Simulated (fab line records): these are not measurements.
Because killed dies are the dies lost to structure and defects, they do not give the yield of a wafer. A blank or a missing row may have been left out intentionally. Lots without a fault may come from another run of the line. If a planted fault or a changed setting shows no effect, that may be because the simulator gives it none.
Split-lot experiment ; flow n5_finfet ; 39 wafers read from 7 lots, route of 1938 steps

== THE SPLIT ==
At N5_PASSIVATION_PECVD_53 (deposits SiO2 from TEOS/O2, target thk 800 nm, time 169.4 s), the setting time_s was moved away from the recipe's 169.4 s on 12 of the 39 wafers read, by -28.3% to +28.5%. For the rest of the wafers, this setting stayed at what the recipe calls for.

The reading is taken at the split's own step.

== THE READING ==
SiO2_of_PASSIVATION_PECVD_53.thk_nm (the simulator's own value, which no gauge read), in nm, at N5_PASSIVATION_PECVD_53 (deposits SiO2 from TEOS/O2, target thk 800 nm, time 169.4 s). There is no usual value for it anywhere in the file. The 27 wafers here that ran the recipe average 797.6 nm, standard deviation 13 nm.

wafer;tool, chamber at the split;time_s as run, s;against the recipe;SiO2_of_PASSIVATION_PECVD_53.thk_nm, nm;against lot-mates on the recipe
L077.1;pecvd-03, 0;169.4;recipe;772.2;-
L077.2;pecvd-03, 1;169.4;recipe;789.2;-
L077.3;pecvd-03, 2;210;+24.0%;967.2;+181.0
L077.4;pecvd-03, 0;210;+24.0%;972;+185.8
L077.5;pecvd-03, 2;169.4;recipe;797.2;-
L077.6;pecvd-03, 1;210;+24.0%;989.8;+203.6
L080.1;pecvd-03, 0;169.4;recipe;780.8;-
L080.2;pecvd-03, 1;169.4;recipe;792.4;-
L080.3;pecvd-03, 2;169.4;recipe;801.4;-
L080.4;pecvd-03, 0;209.3;+23.6%;990.8;+199.3
L080.5;pecvd-03, 2;209.3;+23.6%;991.8;+200.3
L080.6;pecvd-03, 1;209.3;+23.6%;1008;+216.5
L082.1;pecvd-03, 0;169.4;recipe;779.8;-
L082.2;pecvd-03, 1;217.7;+28.5%;1020;+226.3
L082.3;pecvd-03, 2;169.4;recipe;793;-
L082.4;pecvd-03, 0;217.7;+28.5%;1016;+222.3
L082.5;pecvd-03, 1;169.4;recipe;808.2;-
L082.6;pecvd-03, 2;217.7;+28.5%;1032;+238.3
L084.3;pecvd-01, 1;169.4;recipe;797.8;-
L084.4;pecvd-01, 1;169.4;recipe;823.8;-
L084.6;pecvd-01, 2;169.4;recipe;811.8;-
L088.1;pecvd-04, 0;121.5;-28.3%;573;-220.4
L088.2;pecvd-04, 2;169.4;recipe;785.6;-
L088.3;pecvd-04, 0;169.4;recipe;803;-
L088.4;pecvd-04, 2;169.4;recipe;791.6;-
L088.5;pecvd-04, 2;121.5;-28.3%;566;-227.4
L088.6;pecvd-04, 0;121.5;-28.3%;574.8;-218.6
L089.1;pecvd-03, 2;169.4;recipe;803.6;-
L089.2;pecvd-03, 0;169.4;recipe;788;-
L089.3;pecvd-03, 1;169.4;recipe;804.8;-
L089.4;pecvd-03, 2;169.4;recipe;809.4;-
L089.5;pecvd-03, 1;169.4;recipe;832.2;-
L089.6;pecvd-03, 0;169.4;recipe;799.6;-
L095.1;pecvd-04, 0;169.4;recipe;789.8;-
L095.2;pecvd-04, 2;169.4;recipe;794;-
L095.3;pecvd-04, 1;169.4;recipe;783.8;-
L095.4;pecvd-04, 1;169.4;recipe;796.6;-
L095.5;pecvd-04, 0;169.4;recipe;807;-
L095.6;pecvd-04, 2;169.4;recipe;798.4;-

FIT RESULTS
A straight line over all 39 wafers: SiO2_of_PASSIVATION_PECVD_53.thk_nm changes by +7.95 nm for each +1% of time_s; r = +0.99; the points scatter about the line by 13 nm.
The same after taking each lot's own level away (the mean of its wafers on the recipe; 39 wafers): +8.08 nm for each +1%; r = +1.00; scatter 11 nm.
That fit puts the effect of the largest move of time_s on the reading at 2.3e+02 nm.
The lots' own levels span 786.20 to 811.13 nm, that is 1.9 times the standard deviation above.
The two slopes agree, so the slope changes little with the lot-to-lot level.
Check: +232 nm against its lot-mates is what the line predicts for one of the wafers moved furthest among these (+28.5%) when that wafer is left out of the fit. Against them it came out at +226 nm.

== OTHER SPLITS APPLIED TO THESE WAFERS ==
Before the reading, these wafers also passed through other splits. Each is held against what the fit with the lots' levels taken away leaves over:
other split on the same wafers;wafers away from the commonest value;r with SiO2_of_PASSIVATION_PECVD_53.thk_nm (lot level and that fit taken away)
N5_SD_EPI_P_EPI_21 time_s;18;-0.08
N5_HKMG_FIN_NWFM_ALD_20 ald_cycles;12;-0.01
N5_BEOL_M4_HM_DEP_02 target_thk_a;18;+0.26
N5_BEOL_M6_ETCH_62 time_s;15;-0.13
N5_BEOL_M8_DEP_56 time_s;12;+0.04
N5_BEOL_M14_ETCH_68 time_s;15;+0.06
N5_BEOL_M14_DEP_53 time_s;15;-0.12

== FILE'S OWN FIT ==
SiO2_of_PASSIVATION_PECVD_53.thk_nm changes by +8.1 nm for each +1% of time_s, r = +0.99.
